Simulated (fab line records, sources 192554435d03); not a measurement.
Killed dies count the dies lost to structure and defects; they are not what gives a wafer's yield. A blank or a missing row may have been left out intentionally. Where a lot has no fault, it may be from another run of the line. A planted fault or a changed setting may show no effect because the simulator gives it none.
Split-lot experiment / flow n5-finfet / 7 lots, 21 wafers read, on a route of 1938 steps

ON THE SPLIT
At N5_BEOL_M15_PEB_26 (peb time 90 s), the setting peb-temp-c was moved away from the recipe's 130 C on 5 of the 21 wafers read, by -1.6% to +2.5%. The other wafers ran this setting at the recipe's value.

FROM THE SPLIT TO THE READING: what the file shows between them, 2 steps
- N5_BEOL_M15_DEVELOP_27: develop time 45 s (also split here: develop-time-s)
- N5_BEOL_M15_HARDBAKE_32: time 120 s

THE READING
cd-nm at N5_BEOL_M15_CD_MEAS_28, given in nm (cd target 407.6 nm). On this fab line, fault-free wafers typically give 408.5 nm with a standard deviation of 1.5 nm.

wafer=L075.2; tool, chamber at the split=litho-track-04, 0; peb-temp-c as run, C=130; against the recipe=recipe; cd-nm, nm=409.1; against lot-mates on the recipe=-
wafer=L075.3; tool, chamber at the split=litho-track-04, 0; peb-temp-c as run, C=130; against the recipe=recipe; cd-nm, nm=409.5; against lot-mates on the recipe=-
wafer=L075.4; tool, chamber at the split=litho-track-04, 0; peb-temp-c as run, C=130; against the recipe=recipe; cd-nm, nm=410.1; against lot-mates on the recipe=-
wafer=L078.1; tool, chamber at the split=litho-track-03, 0; peb-temp-c as run, C=132.2; against the recipe=+1.7%; cd-nm, nm=418.4; against lot-mates on the recipe=+9.4
wafer=L078.3; tool, chamber at the split=litho-track-03, 0; peb-temp-c as run, C=130; against the recipe=recipe; cd-nm, nm=409.0; against lot-mates on the recipe=-
wafer=L078.6; tool, chamber at the split=litho-track-03, 0; peb-temp-c as run, C=130; against the recipe=recipe; cd-nm, nm=409.0; against lot-mates on the recipe=-
wafer=L077.1; tool, chamber at the split=litho-track-03, 0; peb-temp-c as run, C=130; against the recipe=recipe; cd-nm, nm=407.2; against lot-mates on the recipe=-
wafer=L077.3; tool, chamber at the split=litho-track-03, 0; peb-temp-c as run, C=127.9; against the recipe=-1.6%; cd-nm, nm=397.8; against lot-mates on the recipe=-9.3
wafer=L077.4; tool, chamber at the split=litho-track-03, 0; peb-temp-c as run, C=130; against the recipe=recipe; cd-nm, nm=407.0; against lot-mates on the recipe=-
wafer=L087.1; tool, chamber at the split=litho-track-02, 0; peb-temp-c as run, C=130; against the recipe=recipe; cd-nm, nm=409.2; against lot-mates on the recipe=-
wafer=L087.5; tool, chamber at the split=litho-track-02, 0; peb-temp-c as run, C=130; against the recipe=recipe; cd-nm, nm=409.7; against lot-mates on the recipe=-
wafer=L087.6; tool, chamber at the split=litho-track-02, 0; peb-temp-c as run, C=130; against the recipe=recipe; cd-nm, nm=409.0; against lot-mates on the recipe=-
wafer=L084.2; tool, chamber at the split=litho-track-04, 0; peb-temp-c as run, C=130; against the recipe=recipe; cd-nm, nm=408.5; against lot-mates on the recipe=-
wafer=L084.4; tool, chamber at the split=litho-track-04, 0; peb-temp-c as run, C=131; against the recipe=+0.8%; cd-nm, nm=411.7; against lot-mates on the recipe=+3.2
wafer=L084.6; tool, chamber at the split=litho-track-04, 0; peb-temp-c as run, C=131; against the recipe=+0.8%; cd-nm, nm=412.5; against lot-mates on the recipe=+4.0
wafer=L088.2; tool, chamber at the split=litho-track-04, 0; peb-temp-c as run, C=130; against the recipe=recipe; cd-nm, nm=409.0; against lot-mates on the recipe=-
wafer=L088.3; tool, chamber at the split=litho-track-04, 0; peb-temp-c as run, C=130; against the recipe=recipe; cd-nm, nm=409.2; against lot-mates on the recipe=-
wafer=L088.6; tool, chamber at the split=litho-track-04, 0; peb-temp-c as run, C=130; against the recipe=recipe; cd-nm, nm=410.0; against lot-mates on the recipe=-
wafer=L091.1; tool, chamber at the split=litho-track-04, 0; peb-temp-c as run, C=130; against the recipe=recipe; cd-nm, nm=407.0; against lot-mates on the recipe=-
wafer=L091.4; tool, chamber at the split=litho-track-04, 0; peb-temp-c as run, C=130; against the recipe=recipe; cd-nm, nm=405.9; against lot-mates on the recipe=-
wafer=L091.6; tool, chamber at the split=litho-track-04, 0; peb-temp-c as run, C=133.2; against the recipe=+2.5%; cd-nm, nm=419.6; against lot-mates on the recipe=+13.2

FIT RESULTS
A straight line over all 21 wafers: cd-nm changes by +5.29 nm for each +1% of peb-temp-c; r = +0.95; the points scatter about the line by 1.3 nm.
The same after taking each lot's own level away (the mean of its wafers on the recipe; 21 wafers): +5.44 nm for each +1%; r = +1.00; scatter 0.41 nm.
According to that fit, moving peb-temp-c by its largest amount changes the reading by 13 nm.
The lots' own levels span 406.45 to 409.57 nm, that is 2.1 times the standard deviation above.
Hence the lot-to-lot level has little effect on the slope; both slopes agree.
Check: +13.5 nm against its lot-mates is what the line predicts for one of the wafers moved furthest among these (+2.5%) when that wafer is left out of the fit. It came out at +13.2 nm against them.

ADDITIONAL SPLITS CARRIED BY THESE WAFERS
Other splits were also applied to these wafers ahead of the reading. Each is held against what the fit with the lots' levels taken away leaves over:
other split on the same wafers=N5_BEOL_M13_COAT_58 spin-rpm; wafers away from the commonest value=9; r with cd-nm (lot level and that fit taken away)=-0.25
other split on the same wafers=N5_BEOL_M13_COAT_04 spin-rpm; wafers away from the commonest value=5; r with cd-nm (lot level and that fit taken away)=+0.13
other split on the same wafers=N5_BEOL_M15_DEVELOP_27 develop-time-s; wafers away from the commonest value=7; r with cd-nm (lot level and that fit taken away)=+0.40

THE WHOLE CHAIN: every reading that the file lists as answering this split, in the file's order
step=N5_BEOL_M15_CD_MEAS_28; what it does=target cd 407.6 nm; reading=cd-nm; change (the file's fit)=+5.45 nm for each +1% of the setting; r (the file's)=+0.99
step=N5_BEOL_M15_DESCUM_33; what it does=chemistry O2, time 7.9 s; reading=BEOL_M15.cd-nm (the simulator's own value, which no gauge read); change (the file's fit)=+5.24 nm for each +1% of the setting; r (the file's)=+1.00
step=N5_BEOL_M15_TRENCH_ETCH_34; what it does=etches SiO2 in C4F8/O2/Ar, target depth 872.93 nm, time 199 s; reading=BEOL_M15.cd-nm (the simulator's own value, which no gauge read); change (the file's fit)=+5.26 nm for each +1% of the setting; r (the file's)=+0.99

FILE'S OWN FIT
cd-nm changes by +5.45 nm for each +1% of peb-temp-c, r = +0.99.
